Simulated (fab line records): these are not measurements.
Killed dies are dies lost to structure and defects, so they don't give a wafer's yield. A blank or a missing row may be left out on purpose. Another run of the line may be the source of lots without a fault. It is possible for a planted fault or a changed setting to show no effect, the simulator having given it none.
fab line records	flow n5Finfet
record: lots: 12	wafers: 34	lastDay: 18
route steps=1938 shown FIN_SAQP@113
lots that met no fault: from a run of the same line without faults
startH: hours from the record's opening day to when the first of the lot's shown wafers began	waitH: hours from the lot's prior step to this one	" identical to the entry in the row above	L1.1+2: several wafers, shown together as one row	- no value, or no start was given	* or withheld: withheld	< > ~ a bound
route shown NAME@n: a module of which the file shows steps, and the number in the route of the first	usual: the fault-free wafers' mean and standard deviation	same: alike in all rows	chamber/n: place in a boat	sites: the reading at each site	_std_site: standard deviation of those values	_edge_site: mean of outer sites minus mean of inner sites	radiusMm: for every site, how far away it sits from the centre of the wafer	mask NAME#n: copy n	behind: the tool/chamber that last shaped the wafer	hold: the reason the lot was held/the length of the hold in hours/how it ended	device: names the non-switching transistor (n, p or np)	end of line: tests run on the same wafers once the route is complete	a step with no rows: only its recipe	killed: dies that structure and defects cost at the first sort, which is not the same as the wafer's yield	map: per-die view of a wafer (x killed, . not killed, _ where there is no die)
set.NAME: setting as actually run; set.NAME@STEP: the setting as run at that earlier step	model.NAME: the simulator's own value behind a step, which no gauge read
steps of the route over a sample of lots; a table a step, a row a wafer
services: the hour from which a tool's chamber was out of use, counted from the record's first day as startH (under 0 if before that day), plus the number of hours and why
== steps ==
step: N5_FIN_SAQP_INSPECT_18
recipe: mode: adi	inspectInstrument: brightfield
usual: rawDefectCount: 450/130
lot.wafer	tool	chamber	startH	waitH	rawDefectCount
L773.2	defectInspect-02	-	23.43	0.0	396
L773.3	"	-	"	"	368
L773.5	"	-	"	"	539
L774.3	defectInspect-01	-	28.42	0.0	442
L774.5	"	-	"	"	651
L774.6	"	-	"	"	400
L775.4	defectInspect-01	-	33.82	0.0	328
L775.5	"	-	"	"	391
L776.1	defectInspect-01	-	40.28	0.0	312
L776.4	"	-	"	"	406
L776.5	"	-	"	"	564
L777.1	defectInspect-01	-	46.12	0.0	652
L777.3	"	-	"	"	405
L777.6	"	-	"	"	386
L778.1	defectInspect-01	-	51.86	0.0	482
L778.4	"	-	"	"	334
L778.6	"	-	"	"	580
L779.1	defectInspect-02	-	57.51	0.0	526
L779.3	"	-	"	"	435
L779.6	"	-	"	"	433
L780.2	defectInspect-02	-	63.71	0.0	312
L780.3	"	-	"	"	341
L780.4	"	-	"	"	339
L781.2	defectInspect-02	-	70.55	0.0	672
L781.4	"	-	"	"	442
L781.5	"	-	"	"	300
L782.2	defectInspect-02	-	77.71	0.0	515
L782.6	"	-	"	"	528
L783.1	defectInspect-02	-	82.24	0.0	821
L783.4	"	-	"	"	485
L783.6	"	-	"	"	494
L790.1	defectInspect-01	-	124.63	0.0	364
L790.4	"	-	"	"	305
L790.5	"	-	"	"	390
step: N5_FIN_SAQP_DESCUM_21
recipe: chemistry: O2	timeS: 7.9	sourcePowerW: 50	biasPowerW: 20	pressureMtorr: 20	rfFrequencyHz: 2.712e+07	tempC: 40	resist: CAR-ArF	o2FlowSccm: 225
usual: drypumpMotorCurrentA: 5.6/0.44	o2FlowSccm: 225.0/0.7	oesProductAu: 0.77/0.059	rfVppV: 243.1/1.2	showerheadPlenumPTorr: 2.09/0.074	throttleValvePct: 20.46/0.25
lot.wafer	tool	chamber	startH	waitH	drypumpMotorCurrentA	o2FlowSccm	oesProductAu	rfHoursCounterH	rfVppV	showerheadPlenumPTorr	throttleValvePct
L773.2	rieDiel-04	1	23.46	0.0	6.2	225.3	0.77	124	242.2	2.02	20.55
L773.3	"	0	"	"	5.7	224.2	0.85	77	243.0	2.15	20.12
L773.5	"	2	"	"	5.6	224.3	0.70	-	243.6	2.13	20.79
L774.3	rieDiel-04	1	28.57	0.2	6.1	225.0	0.76	126	240.8	2.02	20.55
L774.5	"	1	"	"	6.1	226.5	0.77	-	241.5	2.02	20.54
L774.6	"	0	"	"	5.8	225.4	0.84	-	243.5	2.15	20.11
L775.4	rieDiel-01	1	33.85	0.0	5.8	223.9	0.86	59	244.9	2.21	20.05
L775.5	"	0	"	"	6.3	225.1	0.73	-	243.7	2.19	20.68
L776.1	rieDiel-04	0	40.32	0.0	5.8	224.8	0.84	83	244.1	2.15	20.13
L776.4	"	2	"	"	5.6	224.2	0.69	243	243.0	2.13	20.80
L776.5	"	1	"	"	6.1	224.2	0.76	-	242.6	2.01	20.55
L777.1	rieDiel-01	0	46.25	0.1	6.3	224.3	0.71	188	243.5	2.19	20.69
L777.3	"	2	"	"	5.0	224.6	0.74	159	244.1	2.09	20.48
L777.6	"	1	"	"	5.8	225.1	0.86	-	244.6	2.21	20.05
L778.1	rieDiel-01	0	52.20	0.3	6.2	225.0	0.72	190	242.7	2.19	20.68
L778.4	"	2	"	"	5.1	224.9	0.75	162	242.7	2.08	20.50
L778.6	"	2	"	"	5.1	226.0	0.75	-	243.1	2.08	20.50
L779.1	rieDiel-01	1	57.62	0.1	5.8	224.8	0.85	67	243.1	2.21	20.06
L779.3	"	3	"	"	5.1	224.8	0.80	93	242.8	2.04	20.58
L779.6	"	3	"	"	5.0	223.6	0.80	-	243.6	2.04	20.58
L780.2	rieDiel-01	2	63.76	0.1	5.1	224.6	0.75	166	243.6	2.08	20.51
L780.3	"	1	"	"	5.8	225.1	0.85	69	243.4	2.21	20.07
L780.4	"	3	"	"	5.0	224.9	0.80	96	241.6	2.04	20.60
L781.2	rieDiel-01	2	70.58	0.0	5.1	225.2	0.74	169	243.2	2.08	20.51
L781.4	"	1	"	"	5.8	224.0	0.85	72	243.8	2.21	20.07
L781.5	"	2	"	"	5.1	224.2	0.74	-	243.4	2.08	20.52
L782.2	rieDiel-05	0	77.74	0.0	5.2	224.5	0.77	154	240.3	1.97	20.03
L782.6	"	3	"	"	5.5	225.6	0.70	-	241.7	2.00	20.41
L783.1	rieDiel-04	0	82.42	0.2	5.8	224.5	0.83	100	243.8	2.14	20.16
L783.4	"	2	"	"	5.6	224.9	0.99	1	243.5	2.12	20.36
L783.6	"	0	"	"	5.8	224.8	0.81	-	243.5	2.14	20.15
L790.1	rieDiel-04	0	124.67	0.0	5.8	225.0	0.81	114	242.4	2.13	20.17
L790.4	"	3	"	"	5.5	224.3	0.78	129	241.7	2.04	20.55
L790.5	"	1	"	"	6.1	225.8	0.73	-	243.5	2.00	20.59
step: N5_FIN_SAQP_MANDREL_ETCH_22
recipe: targetDepthA: 600	chemistry: HBr/Cl2	target: a-Si	stopOn: SiNx	btTimeS: 10	overEtchFrac: 0.5	timeS: 30	pressureMtorr: 10	icpW: 800	biasW: 75	HBr_flow_sccm: 150	Cl2_flow_sccm: 80	ends: endPoint
usual: drypumpMotorCurrentA: 5.3/0.35	oesProductAu: 0.764/0.017	rfFwdPowerW: 795.0/2.7	throttleValvePct: 35.5/0.4
lot.wafer	tool	chamber	startH	waitH	drypumpMotorCurrentA	oesProductAu	rfFwdPowerW	rfHoursCounterH	throttleValvePct
L773.2	rieSi-02	3	23.74	0.0	6.5	0.763	795.8	2	35.4
L773.3	"	1	"	"	5.7	0.761	800.1	61	34.8
L773.5	"	2	"	"	5.8	0.787	793.4	-	35.7
L774.3	rieSi-06	2	28.85	0.0	5.1	0.788	797.6	1	35.3
L774.5	"	2	"	"	5.1	0.789	794.1	-	35.3
L774.6	"	1	"	"	5.3	0.758	794.8	-	35.6
L775.4	rieSi-01	2	34.13	0.0	4.9	0.746	793.2	119	35.2
L775.5	"	2	"	"	4.9	0.747	794.1	-	35.2
L776.1	rieSi-06	2	40.60	0.0	5.1	0.784	791.7	1	35.4
L776.4	"	1	"	"	5.4	0.779	793.6	128	35.6
L776.5	"	1	"	"	5.3	0.762	793.1	-	35.6
L777.1	rieSi-01	2	46.53	0.0	4.9	0.738	789.2	119	35.2
L777.3	"	3	"	"	5.5	0.754	797.9	130	35.7
L777.6	"	0	"	"	5.9	0.774	793.2	-	35.6
L778.1	rieSi-01	1	52.49	0.0	5.1	0.776	793.8	58	35.2
L778.4	"	0	"	"	5.9	0.768	794.1	187	35.6
L778.6	"	1	"	"	5.0	0.785	794.9	-	35.2
L779.1	rieSi-06	2	57.91	0.0	5.1	0.781	796.3	1	35.4
L779.3	"	3	"	"	5.5	0.768	791.1	83	36.5
L779.6	"	3	"	"	5.5	0.771	794.9	-	36.4
L780.2	rieSi-01	1	64.05	0.0	5.0	0.779	797.1	58	35.2
L780.3	"	3	"	"	5.5	0.747	798.5	130	35.7
L780.4	"	2	"	"	4.9	0.740	793.2	120	35.2
L781.2	rieSi-01	2	70.86	0.0	4.9	0.745	796.9	120	35.2
L781.4	"	0	"	"	5.9	0.780	797.7	188	35.6
L781.5	"	1	"	"	5.1	0.794	796.0	-	35.1
L782.2	rieSi-06	0	78.03	0.0	5.5	0.773	791.3	49	34.9
L782.6	"	1	"	"	5.3	0.782	795.4	-	35.5
L783.1	rieSi-06	0	82.70	0.0	5.5	0.764	796.7	49	34.9
L783.4	"	2	"	"	5.1	0.787	797.9	2	35.3
L783.6	"	2	"	"	5.1	0.795	795.2	-	35.3
L790.1	rieSi-01	3	124.95	0.0	5.5	0.745	799.3	131	35.8
L790.4	"	2	"	"	4.9	0.744	796.0	121	35.2
L790.5	"	0	"	"	5.9	0.771	795.1	-	35.7
step: N5_FIN_SAQP_MANDREL_ETCH_58
recipe: chemistry: HBr/Cl2	target: a-Si	targetDepthA: 450	btTimeS: 10	stopOn: SiNx	maskMaterial: SiO2	overEtchFrac: 0.8	timeS: 27	pressureMtorr: 10	icpW: 800	biasW: 75	HBr_flow_sccm: 150	Cl2_flow_sccm: 80	ends: endPoint
usual: drypumpMotorCurrentA: 5.36/0.27	oesProductAu: 0.696/0.015	rfFwdPowerW: 792.7/2.8	throttleValvePct: 35.7/0.52
lot.wafer	tool	chamber	startH	waitH	drypumpMotorCurrentA	oesProductAu	rfFwdPowerW	rfHoursCounterH	throttleValvePct
L773.2	rieSi-06	1	26.56	0.0	5.34	0.698	791.5	128	35.8
L773.3	"	2	"	"	5.10	0.727	792.9	1	35.5
L773.5	"	3	"	"	5.54	0.692	789.5	-	36.6
L774.3	rieSi-06	3	30.76	0.0	5.55	0.693	788.4	82	36.7
L774.5	"	3	"	"	5.53	0.692	787.9	-	36.7
L774.6	"	2	"	"	5.10	0.719	797.3	-	35.6
L775.4	rieSi-01	3	36.04	0.0	5.44	0.683	792.3	129	36.0
L775.5	"	2	"	"	4.93	0.675	790.6	-	35.4
L776.1	rieSi-01	2	43.70	0.0	4.91	0.674	790.4	119	35.4
L776.4	"	0	"	"	5.92	0.690	797.3	187	35.8
L776.5	"	3	"	"	5.45	0.690	798.6	-	36.0
L777.1	rieSi-06	3	48.47	0.0	5.58	0.686	796.0	82	36.7
L777.3	"	2	"	"	5.08	0.706	793.0	1	35.6
L777.6	"	3	"	"	5.55	0.691	794.8	-	36.7
L778.1	rieSi-01	3	55.17	0.0	5.46	0.673	795.4	130	36.0
L778.4	"	0	"	"	5.95	0.693	795.5	187	35.9
L778.6	"	0	"	"	5.90	0.695	790.4	-	35.8
L779.1	rieSi-06	3	59.98	0.0	5.55	0.694	792.6	83	36.6
L779.3	"	0	"	"	5.53	0.681	791.6	49	35.1
L779.6	"	3	"	"	5.56	0.705	790.8	-	36.6
L780.2	rieSi-06	2	66.23	0.0	5.09	0.700	792.4	1	35.6
L780.3	"	1	"	"	5.35	0.683	794.2	128	35.8
L780.4	"	0	"	"	5.55	0.685	793.9	49	35.1
L781.2	rieSi-06	1	73.06	0.0	5.34	0.686	796.2	128	35.8
L781.4	"	3	"	"	5.54	0.715	788.9	83	36.6
L781.5	"	2	"	"	5.09	0.718	791.7	-	35.5
L782.2	rieSi-01	1	80.10	0.0	5.04	0.704	793.6	58	35.4
L782.6	"	1	"	"	5.04	0.707	791.9	-	35.4
L783.1	rieSi-06	3	84.61	0.0	5.53	0.700	788.3	83	36.6
L783.4	"	2	"	"	5.10	0.721	793.5	2	35.5
L783.6	"	0	"	"	5.50	0.701	787.1	-	35.1
L790.1	rieSi-06	2	127.32	0.0	5.08	0.717	788.1	3	35.6
L790.4	"	0	"	"	5.48	0.694	309.0	-	35.1
L790.5	"	2	"	"	5.10	0.718	796.9	-	35.5
== services ==
tool	chamber	startH	hours	kind
rieSi-01	-	6.72	2.8	pm
rieSi-02	-	23.93	2.8	pm
rieDiel-04	2	60.97	-	clean
rieDiel-04	2	60.97	-	consumableReplace:focusRing
rieDiel-04	2	60.97	17.9	scheduledDown
rieDiel-04	2	60.97	17.9	ventCycle
rieSi-06	-	74.70	2.8	pm
rieSi-01	-	98.96	0.4	repair
rieSi-06	1	124.86	13.7	repair
== key ==
firstSign: step: N5_FIN_SAQP_MANDREL_ETCH_58	reading: rfFwdPowerW	direction: down	sigmas: 99+	usual: *	struck: *
effect none on later readings
metAt N5_FIN_SAQP_MANDREL_ETCH_58
struckLots L790
struckWafers L790.4
testerLeftOut L790
notActingAt N5_FIN_SAQP_INSPECT_18,N5_FIN_SAQP_DESCUM_21,N5_FIN_SAQP_MANDREL_ETCH_22
onsetBetween 84.61 127.32
fault: kind: processParameterDrift	tool: rieSi-06	chamber: 0	onsetH: 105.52	steps: N5_FIN_SAQP_MANDREL_ETCH_58	channel: icpW	offset: -480	shape: step	endH: 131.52	actsIn: theseRecipesOnly	stated: 800
testerLeftOut: of these lots the tester's yield and bins aren't shown, on N5 and GAA mostly nor the transistor test; their killed dies are dies lost to structure and defects alone, not to doping, threshold or leakage, so they don't give the yield
